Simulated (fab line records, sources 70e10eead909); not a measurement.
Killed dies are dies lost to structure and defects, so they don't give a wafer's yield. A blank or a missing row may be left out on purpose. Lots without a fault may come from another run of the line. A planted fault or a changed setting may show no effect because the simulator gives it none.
Chamber matching | flow nand_harc | NHARC_P_ZERO_WELL_DESCUM_13 on rie_diel-05: 4 sister chambers
The step chemistry O2, time 3 s. 4 wafers are shown with their chamber, then 9 later ones without.

WAFERS WITH THEIR CHAMBER
wafer  | chamber | drypump_motor_current_A (A)
L083.5 | 3       | 4.9
L086.2 | 0       | 5.5
L086.3 | 2       | 6.4
L086.4 | 1       | 6.3

WAFERS WITHOUT THEIR CHAMBER
wafer  | drypump_motor_current_A (A)
L088.1 | 6.3
L088.2 | 5.0
L088.6 | 6.3
L093.4 | 5.6
L093.5 | 5.6
L093.6 | 5.0
L097.1 | 6.3
L097.2 | 5.0
L097.6 | 6.3

WHICH CHAMBER EACH WENT THROUGH
wafer  | from the rows above     | in truth
L088.1 | can't be placed: 1 or 2 | 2
L088.2 | 3                       | 3
L088.6 | can't be placed: 1 or 2 | 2
L093.4 | 0                       | 0
L093.5 | 0                       | 0
L093.6 | 3                       | 3
L097.1 | can't be placed: 1 or 2 | 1
L097.2 | 3                       | 3
L097.6 | can't be placed: 1 or 2 | 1
Placed correctly: 5 of 9. Can't be placed from these rows: 4 (the true chamber is among the candidates in 4). Placed wrongly: 0.
How it was worked out, from the rows above alone: a wafer's distance from a chamber is the root of the sum, over the readings, of the square of ((its reading less the chamber's mean) divided by the reading's scatter). The wafer belongs to the nearest chamber; if the next one is less than 2 further off, it can't be placed. A chamber's mean is the mean of its shown wafers. The scatter: with one shown wafer a chamber, the root of the mean of the squares of how far each hidden wafer lies from its nearest shown one.
